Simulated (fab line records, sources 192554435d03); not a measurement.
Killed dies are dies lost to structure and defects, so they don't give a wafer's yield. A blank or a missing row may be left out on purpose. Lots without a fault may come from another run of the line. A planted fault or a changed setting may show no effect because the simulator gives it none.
fab line records | flow n5_finfet
record lots=11 wafers=32 last_day=17
route steps=1938 shown BEOL_M12@1646 BEOL_M13@1659 PASSIVATION@1936
lots that met no fault: from a run of the same line without faults
start_h: hours from the record's first day to the start of the lot's first wafer shown | wait_h: hours since the lot's step before | " the same as in the row above | L1.1+2: a row that stands for several wafers | - no value, or no start given | * or withheld: withheld | < > ~ a bound
route shown NAME@n: a module of which the file shows steps, and the number in the route of the first | usual: mean/standard deviation of fault-free wafers | same: alike in all rows | chamber/n: place in a boat | sites: the reading at each site | _std_site: their standard deviation | _edge_site: outer sites' mean less inner sites' | radius_mm: how far each site lies from the wafer's centre | mask NAME#n: copy n | behind: the tool/chamber that last shaped the wafer | hold: why the lot was held/for how many hours/how that ended | device: the transistor (n, p or np) that didn't switch | end of line: the same wafers' tests at the end of the route | a step without rows: its recipe alone | killed: dies lost to structure and defects at the first sort, not the wafer's yield | map: a wafer's dies, x killed, . not, _ none there
set.NAME: the setting as run; set.NAME@STEP: as run at that earlier step | model.NAME: the simulator's own value behind a step, which no gauge read
steps of the route over a sample of lots; a table a step, a row a wafer
services: from which hour (start_h, from the record's first day; less than 0 if before it) a tool's chamber was out of use, for how many hours, and why
## steps
# step N5_BEOL_M12_DEGAS_41
# recipe ambient=vacuum temp_c=250 time_s=60
# usual heater_power_w=347/32
# columns lot.wafer tool chamber start_h wait_h heater_power_w
L757.1 pvd_sputter-03 - 242.19 0.4 311
L757.3 " - " " 377
L757.6 " - " " 335
L759.2 pvd_sputter-01 - 247.75 0.1 339
L759.3 " - " " 339
L759.6 " - " " 336
L761.1 pvd_sputter-02 - 259.86 0.5 377
L761.4 " - " " 362
L761.6 " - " " 372
L758.1 pvd_sputter-03 - 261.72 0.4 368
L758.2 " - " " 328
L758.3 " - " " 378
L763.2 pvd_sputter-03 - 272.84 0.3 387
L763.3 " - " " 332
L763.4 " - " " 304
L766.1 pvd_sputter-01 - 294.31 0.3 386
L766.5 " - " " 339
L766.6 " - " " 283
L770.1 pvd_sputter-01 - 313.20 0.3 279
L770.2 " - " " 340
L770.6 " - " " 335
L768.1 pvd_sputter-01 - 317.94 0.8 377
L768.3 " - " " 283
L768.4 " - " " 346
L772.3 pvd_sputter-01 - 331.50 0.2 379
L772.4 " - " " 378
L772.6 " - " " 277
L777.2 pvd_sputter-01 - 355.56 0.3 336
L777.3 " - " " 337
L777.5 " - " " 392
L778.1 pvd_sputter-01 - 361.54 0.3 344
L778.5 " - " " 284
# step N5_BEOL_M13_ILD_DEP_00
# recipe material=SiOC target_thk_a=8379.2 temp_c=350 precursor=DEMS/O2 pressure_torr=5 rf_w=500 time_s=166.4
# usual heater_power_w=497/58 showerhead_plenum_p_Torr=5.690/0.017 susceptor_temp_C=349.96/0.2 throttle_valve_pct=11.8/0.56
# columns lot.wafer tool chamber start_h wait_h heater_power_w showerhead_plenum_p_Torr susceptor_temp_C throttle_valve_pct
L757.1 pecvd-04 0 243.50 0.0 542 5.708 349.82 12.1
L757.3 " 1 " " 463 5.711 350.18 12.2
L757.6 " 1 " " 489 5.723 350.35 12.0
L759.2 pecvd-04 1 249.17 0.0 497 5.708 350.27 12.3
L759.3 " 2 " " 604 5.689 350.12 11.2
L759.6 " 2 " " 491 5.680 350.26 11.4
L761.1 pecvd-03 2 261.14 0.0 453 5.689 349.97 11.1
L761.4 " 2 " " 483 5.712 350.00 11.1
L761.6 " 1 " " 444 5.699 349.84 11.9
L758.1 pecvd-04 1 263.58 0.0 440 5.715 350.18 12.1
L758.2 " 0 " " 504 5.697 349.67 12.0
L758.3 " 2 " " 491 5.679 349.75 11.5
L763.2 pecvd-03 1 274.13 0.0 554 5.692 350.11 11.7
L763.3 " 2 " " 510 5.688 350.03 10.9
L763.4 " 0 " " 478 5.692 349.99 11.6
L766.1 pecvd-04 0 295.59 0.0 481 5.701 349.95 11.9
L766.5 " 0 " " 522 5.709 349.84 11.9
L766.6 " 1 " " 474 5.706 349.47 12.4
L770.1 pecvd-01 1 314.49 0.0 448 5.656 350.18 13.2
L770.2 " 2 " " 436 5.676 349.98 11.8
L770.6 " 0 " " 595 5.675 350.03 11.7
L768.1 pecvd-03 1 319.24 0.0 491 5.684 338.42 11.8
L768.3 " 2 " " 495 5.689 350.39 11.0
L768.4 " 2 " " 517 5.707 350.12 11.3
L772.3 pecvd-03 0 332.79 0.0 454 5.706 350.01 11.5
L772.4 " 0 " " 481 5.678 349.89 11.8
L772.6 " 1 " " 492 5.690 338.36 11.7
L777.2 pecvd-01 0 356.84 0.0 576 5.685 349.90 11.7
L777.3 " 2 " " 434 5.669 350.00 11.6
L777.5 " 0 " " 608 5.685 349.88 11.8
L778.1 pecvd-01 2 362.83 0.0 427 5.685 349.58 11.9
L778.5 " 1 " " 398 5.662 349.90 13.2
# step N5_BEOL_M13_THK_MEAS_01
# recipe reads=SiOC_of_BEOL_M13_ILD_DEP_00
# usual M13_ILD_THK=837/11
# columns lot.wafer tool chamber start_h wait_h M13_ILD_THK[nm]
L757.1 film_metro-02 - 243.65 0.1 836
L757.3 " - " " 813
L757.6 " - " " 838
L759.2 film_metro-01 - 249.32 0.1 814
L759.3 " - " " 836
L759.6 " - " " 853
L761.1 film_metro-02 - 261.29 0.1 830
L761.4 " - " " 835
L761.6 " - " " 854
L758.1 film_metro-02 - 263.73 0.1 824
L758.2 " - " " 840
L758.3 " - " " 841
L763.2 film_metro-02 - 274.28 0.1 838
L763.3 " - " " 838
L763.4 " - " " 834
L766.1 film_metro-02 - 295.74 0.1 834
L766.5 " - " " 855
L766.6 " - " " 833
L770.1 film_metro-02 - 314.64 0.1 841
L770.2 " - " " 830
L770.6 " - " " 847
L768.1 film_metro-02 - 319.39 0.1 865
L768.3 " - " " 837
L768.4 " - " " 840
L772.3 film_metro-01 - 332.95 0.1 826
L772.4 " - " " 845
L772.6 " - " " 884
L777.2 film_metro-02 - 356.99 0.1 847
L777.3 " - " " 835
L777.5 " - " " 849
L778.1 film_metro-01 - 362.99 0.1 833
L778.5 " - " " 842
# step N5_BEOL_M13_CD_MEAS_10
# recipe target_cd_nm=190 landing_energy_ev=500 detector=se_inlens polarity=opening
# usual cd_nm=190.6/1.5
# columns lot.wafer tool chamber start_h wait_h cd_nm
L757.1 cd_sem-02 0 244.07 - 193.9
L757.3 " 0 " " 191.6
L757.6 " 0 " " 192.4
L759.2 cd_sem-03 0 249.62 - 189.7
L759.3 " 0 " " 188.5
L759.6 " 0 " " 188.7
L761.1 cd_sem-02 0 261.72 - 191.9
L761.4 " 0 " " 190.0
L761.6 " 0 " " 193.1
L758.1 cd_sem-03 0 264.16 - 191.2
L758.2 " 0 " " 189.5
L758.3 " 0 " " 190.6
L763.2 cd_sem-02 0 274.59 - 191.6
L763.3 " 0 " " 191.9
L763.4 " 0 " " 192.8
L766.1 cd_sem-01 0 296.17 - 188.4
L766.5 " 0 " " 189.1
L766.6 " 0 " " 189.7
L770.1 cd_sem-02 0 315.07 - 189.7
L770.2 " 0 " " 191.5
L770.6 " 0 " " 189.3
L768.1 cd_sem-02 0 319.70 - 193.6
L768.3 " 0 " " 191.2
L768.4 " 0 " " 192.6
L772.3 cd_sem-03 0 333.38 - 189.4
L772.4 " 0 " " 189.9
L772.6 " 0 " " 190.4
L777.2 cd_sem-01 0 357.42 - 192.9
L777.3 " 0 " " 193.7
L777.5 " 0 " " 192.5
L778.1 cd_sem-02 0 363.29 - 188.9
L778.5 " 0 " " 189.8
# step N5_BEOL_M13_ETCH_59
# recipe chemistry=N2/H2 target=BARC target_depth_a=890 overetch_a=267 time_s=67.9 ion_energy_ev=200 pressure_mtorr=30 source_w=840 bias_w=150 n2_flow_sccm=200 h2_flow_sccm=200
# usual chamber_pressure_mTorr=30.00/0.031 drypump_motor_current_A=5.8/0.36 oes_product_au=0.66/0.042 rf_vpp_V=524.4/3 showerhead_plenum_p_Torr=2.56/0.1 throttle_valve_pct=17.81/0.24
# columns lot.wafer tool chamber start_h wait_h chamber_pressure_mTorr drypump_motor_current_A oes_product_au rf_hours_counter_h rf_vpp_V showerhead_plenum_p_Torr throttle_valve_pct
L757.1 rie_diel-06 2 244.20 0.0 30.02 6.0 0.70 99 528.5 2.65 17.56
L757.3 " 0 " " 29.99 5.6 0.61 218 519.7 2.41 17.98
L757.6 " 0 " " 29.97 5.6 0.61 - 521.5 2.41 17.99
L759.2 rie_diel-06 0 249.89 0.0 29.99 5.6 0.61 219 521.5 2.41 17.98
L759.3 " 2 " " 29.96 6.1 0.70 101 527.6 2.65 17.54
L759.6 " 2 " " 30.03 6.0 0.69 - 527.5 2.65 17.56
L761.1 rie_diel-06 1 261.89 0.0 30.03 6.2 0.71 74 521.8 2.49 17.65
L761.4 " 3 " " 29.98 5.6 0.63 187 527.0 2.63 17.83
L761.6 " 3 " " 30.00 5.7 0.64 - 527.4 2.63 17.82
L758.1 rie_diel-06 2 264.28 0.0 29.99 6.0 0.70 105 526.8 2.65 17.57
L758.2 " 3 " " 30.05 5.6 0.63 187 526.5 2.63 17.83
L758.3 " 0 " " 30.01 5.6 0.61 225 520.7 2.40 18.00
L763.2 rie_diel-06 2 274.71 0.0 30.02 6.0 0.69 109 527.1 2.65 17.59
L763.3 " 1 " " 29.99 6.2 0.71 79 521.1 2.48 17.65
L763.4 " 3 " " 29.96 5.5 0.64 - 526.9 2.63 17.81
L766.1 rie_diel-06 2 296.30 0.0 29.93 6.0 0.68 118 525.9 2.65 17.60
L766.5 " 2 " " 30.02 6.0 0.69 - 527.1 2.65 17.58
L766.6 " 3 " " 30.00 5.6 0.63 - 526.8 2.63 17.84
L770.1 rie_diel-06 2 315.20 0.0 30.02 6.0 0.68 123 526.9 2.64 17.59
L770.2 " 0 " " 30.03 5.6 0.61 234 519.2 2.40 17.99
L770.6 " 0 " " 29.98 5.6 0.60 - 519.7 2.40 18.01
L768.1 rie_diel-06 0 319.82 0.0 30.02 5.6 0.60 235 519.7 2.40 18.01
L768.3 " 2 " " 29.99 6.0 0.66 124 527.3 2.64 17.58
L768.4 " 1 " " 30.04 6.2 0.69 91 521.7 2.48 17.68
L772.3 rie_diel-04 2 333.50 0.0 30.03 5.4 0.67 139 521.4 2.43 18.05
L772.4 " 3 " " 29.94 6.0 0.71 - 523.8 2.56 17.94
L772.6 " 0 " " 29.95 5.7 0.72 - 521.6 2.47 17.58
L777.2 rie_diel-02 0 357.54 0.0 30.06 5.1 0.61 212 526.3 2.63 18.15
L777.3 " 2 " " 29.99 6.5 0.63 140 520.7 2.44 18.32
L777.5 " 0 " " 29.94 5.1 0.60 - 526.0 2.63 18.14
L778.1 rie_diel-02 1 363.44 0.0 29.96 5.6 0.70 105 529.0 2.69 17.85
L778.5 " 1 " " 29.96 5.6 0.70 - 527.2 2.69 17.86
# step N5_PASSIVATION_PROBE_49
# usual defect_limited_yield=91.5/1.4 killed_at_M0_to_M3=32/9.7 killed_at_M4_up=14/5.3 killed_at_contacts=11/6 killed_at_front_end=39/14 killed_at_other=3.3/2.7 killed_dies=100/17 killed_open=66/13 killed_short=32/7.4 sort_bin_5_function=4.9/0.9 sort_bin_6_memory=3.2/0.72 sort_bin_8_speed=0.00/0.0071 sort_n_pass=1080/17 sort_yield_pct=91.5/1.4
# same gross_dies=1180 killed_at_back_side=0 sort_bin_4_leakage[%]=0
# columns lot.wafer tool chamber start_h wait_h defect_limited_yield[%] killed_at_M0_to_M3 killed_at_M4_up killed_at_contacts killed_at_front_end killed_at_other killed_dies killed_open killed_short sort_bin_5_function[%] sort_bin_6_memory[%] sort_bin_8_speed[%] sort_n_pass sort_yield_pct[%]
L757.1 prober-02 - 277.72 0.0 93.1 31 14 4 30 2 81 54 26 4.2 2.6 0 1099 93.1
L757.3 prober-02 - 277.82 0.1 91.3 52 5 17 26 3 103 67 36 5.7 2.5 0 1077 91.3
L757.6 prober-02 - 277.97 0.3 93.2 29 13 9 27 2 80 56 24 3.9 2.5 0 1100 93.2
L761.1 prober-02 - 294.63 0.0 89.0 34 12 27 52 5 130 89 41 6.6 4.3 0 1050 89.0
L761.4 prober-02 - 294.78 0.2 92.2 35 9 5 38 5 92 54 38 5.1 2.6 0 1088 92.2
L761.6 prober-02 - 294.88 0.3 90.8 39 15 9 44 2 109 69 40 5.3 3.7 0 1071 90.8
L778.1 prober-01 - 398.41 0.0 91.9 16 13 18 45 3 95 62 29 4.8 3.1 0 1085 91.9
L778.5 prober-01 - 398.61 0.2 87.4 51 22 8 63 5 149 96 52 6.9 5.1 0 1031 87.4
# killed by level:class
L757.1 FIN_SAQP:geometric_particle:open=12 BEOL_M2:geometric_particle:open=11 BEOL_M1:geometric_particle:open=5 MOL_CONTACT_COAG:geometric_particle:open=4 BEOL_M0_SAQP:geometric_particle:open=4 BEOL_M0_SAQP:geometric_particle:short=4 BEOL_M5:geometric_particle:short=4 BEOL_M8:geometric_particle:open=4
L757.3 MOL_CONTACT_COAG:geometric_particle:open=14 BEOL_M0_SAQP:geometric_particle:short=11 BEOL_M0_SAQP:geometric_particle:open=11 BEOL_M2:geometric_particle:open=11 FIN_SAQP:geometric_particle:open=9 FIN_SAQP:geometric_particle:short=7 BEOL_M1:geometric_particle:open=7 BEOL_M2:geometric_particle:short=5
L757.6 MOL_CONTACT_COAG:geometric_particle:open=9 BEOL_M0_SAQP:geometric_particle:short=9 FIN_SAQP:geometric_particle:open=7 BEOL_M2:geometric_particle:open=7 BEOL_M0_SAQP:geometric_particle:open=5 BEOL_M8:geometric_particle:open=5 STARTING-WAFER:geometric_particle:open=5 BEOL_M1:geometric_particle:open=4
L761.1 MOL_CONTACT_COAG:geometric_particle:open=25 FIN_SAQP:geometric_particle:short=15 FIN_SAQP:geometric_particle:open=15 BEOL_M2:geometric_particle:open=9 BEOL_M3:geometric_particle:open=8 BEOL_M0_SAQP:geometric_particle:open=8 BEOL_M4:geometric_particle:open=7 STI_FIN_REVEAL:geometric_particle:open=6
L761.4 STI_FIN_REVEAL:geometric_particle:open=12 BEOL_M0_SAQP:geometric_particle:open=10 FIN_SAQP:geometric_particle:short=9 BEOL_M2:geometric_particle:open=9 BEOL_M0_SAQP:geometric_particle:short=8 GATE_CUT:geometric_particle:short=7 MOL_CONTACT_COAG:geometric_particle:open=4 BEOL_M2:geometric_particle:short=4
L761.6 FIN_SAQP:geometric_particle:short=12 BEOL_M2:geometric_particle:open=12 BEOL_M0_SAQP:geometric_particle:short=10 STI_FIN_REVEAL:geometric_particle:open=9 MOL_CONTACT_COAG:geometric_particle:open=8 BEOL_M0_SAQP:geometric_particle:open=8 BEOL_M4:geometric_particle:open=7 BEOL_M1:geometric_particle:open=5
L778.1 MOL_CONTACT_COAG:geometric_particle:open=13 FIN_SAQP:geometric_particle:open=8 STI_FIN_REVEAL:geometric_particle:open=7 BEOL_M3:geometric_particle:open=6 ILD0:geometric_particle:open=5 GATE_CUT:geometric_particle:short=5 MOL_CONTACT_COAG:geometric_particle:short=5 BEOL_M4:geometric_particle:open=5
L778.5 STI_FIN_REVEAL:geometric_particle:open=23 BEOL_M0_SAQP:geometric_particle:open=10 BEOL_M2:geometric_particle:open=10 BEOL_M0_SAQP:geometric_particle:short=8 BEOL_M3:geometric_particle:open=8 GATE_CUT:geometric_particle:short=7 MOL_CONTACT_COAG:geometric_particle:open=7 BEOL_M4:geometric_particle:open=7
## services
# columns tool chamber start_h hours kind
pecvd-01 0 232.98 16.5 scheduled_down
rie_diel-02 3 240.22 32.8 repair
rie_diel-04 1 279.44 3.4 repair
pecvd-03 - 291.16 6.0 pm
rie_diel-04 2 293.66 8.2 repair
pecvd-01 0 297.92 5.5 scheduled_down
pecvd-03 0 297.99 2.1 scheduled_down
pecvd-04 - 298.18 0.4 repair
pecvd-04 0 299.97 - calibration
pecvd-04 - 310.59 0.5 repair
rie_diel-06 1 311.17 5.3 repair
rie_diel-04 1 317.63 - clean
rie_diel-04 1 317.63 - consumable_replace:focus_ring
rie_diel-04 1 317.63 25.8 scheduled_down
rie_diel-04 1 317.63 25.8 vent_cycle
pecvd-04 - 318.37 0.7 repair
pecvd-04 - 330.29 1.7 repair
pvd_sputter-03 - 355.18 4.5 repair
pecvd-04 - 355.62 1.7 repair
rie_diel-04 0 360.69 4.7 repair
rie_diel-04 2 360.94 2.5 repair
## key
first_sign step=N5_BEOL_M13_ILD_DEP_00 reading=susceptor_temp_C direction=down sigmas=59 usual=* struck=*
effect step=N5_BEOL_M13_THK_MEAS_01 reading=M13_ILD_THK direction=up sigmas=3.3 usual=837 struck=874
met_at N5_BEOL_M13_ILD_DEP_00
struck_lots L768,L772
struck_wafers L768.1,L772.6
not_acting_at N5_BEOL_M12_DEGAS_41,N5_BEOL_M13_CD_MEAS_10,N5_BEOL_M13_ETCH_59
onset_between 274.13 319.24
fault kind=process_parameter_drift tool=pecvd-03 chamber=1 onset_h=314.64 steps=N5_BEOL_M13_ILD_DEP_00 channel=temp_c offset=* shape=step end_h=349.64 acts_in=* stated=*
